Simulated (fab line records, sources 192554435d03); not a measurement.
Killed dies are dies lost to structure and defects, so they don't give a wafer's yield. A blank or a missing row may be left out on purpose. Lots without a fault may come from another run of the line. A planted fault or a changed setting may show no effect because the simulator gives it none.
Chamber matching | flow n5_finfet | N5_GATE_CUT_STRIP_59 on rie_diel-05: 3 sister chambers
The step strips in N2/H2, time 20 s. 14 wafers are shown with their chamber, then 6 later ones without.

WAFERS WITH THEIR CHAMBER
wafer  | chamber | throttle_valve_pct (%) | showerhead_plenum_p_Torr (Torr) | drypump_motor_current_A (A)
L074.2 | 3       | 12.79                  | 3.25                            | 5.1
L074.3 | 2       | 12.29                  | 3.33                            | 5.5
L074.4 | 1       | 12.17                  | 3.36                            | 5.6
L080.1 | 3       | 12.84                  | 3.24                            | 5.0
L080.4 | 2       | 12.32                  | 3.33                            | 5.5
L080.6 | 3       | 12.81                  | 3.24                            | 5.0
L087.3 | 1       | 12.21                  | 3.35                            | 5.6
L087.4 | 3       | 12.85                  | 3.24                            | 5.0
L087.6 | 2       | 12.35                  | 3.32                            | 5.5
L089.1 | 2       | 12.33                  | 3.32                            | 5.5
L089.4 | 3       | 12.84                  | 3.24                            | 5.0
L089.6 | 2       | 12.35                  | 3.32                            | 5.6
L094.1 | 2       | 12.37                  | 3.32                            | 5.5
L094.2 | 1       | 12.21                  | 3.35                            | 5.6

SIGNATURES (means of the wafers above)
reading                  | chamber 1 | chamber 2 | chamber 3 | scatter within a chamber
throttle_valve_pct       | 12.1967   | 12.3350   | 12.8260   | 0.0262
showerhead_plenum_p_Torr | 3.3533    | 3.3233    | 3.2420    | 0.00505
drypump_motor_current_A  | 5.600     | 5.517     | 5.020     | 0.0385
Rule: a wafer's distance from a chamber is the root of the sum, over the readings, of the square of ((its reading less the chamber's mean) divided by the reading's scatter). The wafer belongs to the nearest chamber; if the next one is less than 2 further off, it can't be placed. The scatter: the root of (the sum of the squares of (reading less its chamber's mean) over the shown wafers, divided by (wafers less chambers)).

WAFERS WITHOUT THEIR CHAMBER
wafer  | throttle_valve_pct (%) | showerhead_plenum_p_Torr (Torr) | drypump_motor_current_A (A)
L095.1 | 12.38                  | 3.32                            | 5.5
L095.3 | 12.24                  | 3.35                            | 5.6
L095.6 | 12.87                  | 3.23                            | 5.0
L097.1 | 12.23                  | 3.34                            | 5.6
L097.4 | 12.39                  | 3.32                            | 5.5
L097.5 | 12.37                  | 3.31                            | 5.5

WHICH CHAMBER EACH WENT THROUGH
wafer  | from the rows above | in truth
L095.1 | 2                   | 2
L095.3 | 1                   | 1
L095.6 | 3                   | 3
L097.1 | 1                   | 1
L097.4 | 2                   | 2
L097.5 | 2                   | 2
Placed correctly: 6 of 6. Can't be placed from these rows: 0. Placed wrongly: 0.
